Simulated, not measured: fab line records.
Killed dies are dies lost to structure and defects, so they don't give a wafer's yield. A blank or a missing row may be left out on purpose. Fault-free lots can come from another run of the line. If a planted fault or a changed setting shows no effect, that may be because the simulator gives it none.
Chamber matching || flow n5Finfet || N5_BEOL_M3_CO_CAP_55 on cvdCo-02: 3 sister chambers
The step material Co, precursor CCTBA/H2, target thk 2 nm, time 102.1 s. 6 wafers are shown with their chamber, then 12 later ones without.

## WAFERS PAIRED WITH THEIR CHAMBERS
{"wafer": "L084.6", "chamber": 2, "heaterPowerW (W)": 233, "susceptorTempC (C)": 200.03}
{"wafer": "L088.2", "chamber": 2, "heaterPowerW (W)": 233, "susceptorTempC (C)": 200.21}
{"wafer": "L088.5", "chamber": 0, "heaterPowerW (W)": 184, "susceptorTempC (C)": 199.89}
{"wafer": "L089.1", "chamber": 1, "heaterPowerW (W)": 270, "susceptorTempC (C)": 199.99}
{"wafer": "L089.3", "chamber": 0, "heaterPowerW (W)": 181, "susceptorTempC (C)": 200.03}
{"wafer": "L089.4", "chamber": 1, "heaterPowerW (W)": 273, "susceptorTempC (C)": 200.10}

## WAFERS WITHOUT THEIR CHAMBER
{"wafer": "L091.1", "heaterPowerW (W)": 272, "susceptorTempC (C)": 199.83}
{"wafer": "L091.2", "heaterPowerW (W)": 186, "susceptorTempC (C)": 200.09}
{"wafer": "L091.4", "heaterPowerW (W)": 232, "susceptorTempC (C)": 200.07}
{"wafer": "L094.1", "heaterPowerW (W)": 269, "susceptorTempC (C)": 200.08}
{"wafer": "L094.2", "heaterPowerW (W)": 234, "susceptorTempC (C)": 200.06}
{"wafer": "L094.3", "heaterPowerW (W)": 184, "susceptorTempC (C)": 200.12}
{"wafer": "L096.1", "heaterPowerW (W)": 236, "susceptorTempC (C)": 200.00}
{"wafer": "L096.5", "heaterPowerW (W)": 180, "susceptorTempC (C)": 200.03}
{"wafer": "L096.6", "heaterPowerW (W)": 232, "susceptorTempC (C)": 200.12}
{"wafer": "L097.1", "heaterPowerW (W)": 183, "susceptorTempC (C)": 199.86}
{"wafer": "L097.3", "heaterPowerW (W)": 273, "susceptorTempC (C)": 199.89}
{"wafer": "L097.5", "heaterPowerW (W)": 271, "susceptorTempC (C)": 199.78}

## WHICH CHAMBER EACH WENT THROUGH
{"wafer": "L091.1", "from the rows above": 1, "in truth": 1}
{"wafer": "L091.2", "from the rows above": 0, "in truth": 0}
{"wafer": "L091.4", "from the rows above": 2, "in truth": 2}
{"wafer": "L094.1", "from the rows above": 1, "in truth": 1}
{"wafer": "L094.2", "from the rows above": 2, "in truth": 2}
{"wafer": "L094.3", "from the rows above": 0, "in truth": 0}
{"wafer": "L096.1", "from the rows above": 2, "in truth": 2}
{"wafer": "L096.5", "from the rows above": 0, "in truth": 0}
{"wafer": "L096.6", "from the rows above": 2, "in truth": 2}
{"wafer": "L097.1", "from the rows above": 0, "in truth": 0}
{"wafer": "L097.3", "from the rows above": 1, "in truth": 1}
{"wafer": "L097.5", "from the rows above": 1, "in truth": 1}
12 of 12 placed correctly. Number that these rows cannot place: 0. Wrongly placed: 0.
How it was worked out, from the rows above alone: a wafer's distance from a chamber is the root of the sum, over the readings, of the square of ((its reading less the chamber's mean) divided by the reading's scatter). The wafer belongs to the nearest chamber; if the next one is less than 2 further off, it can't be placed. For every chamber, the mean is computed from those of its wafers that are shown. How the scatter is found: for the shown wafers, subtract from each reading the mean of its chamber, square and add these, divide the total by (wafers less chambers), then take the root.
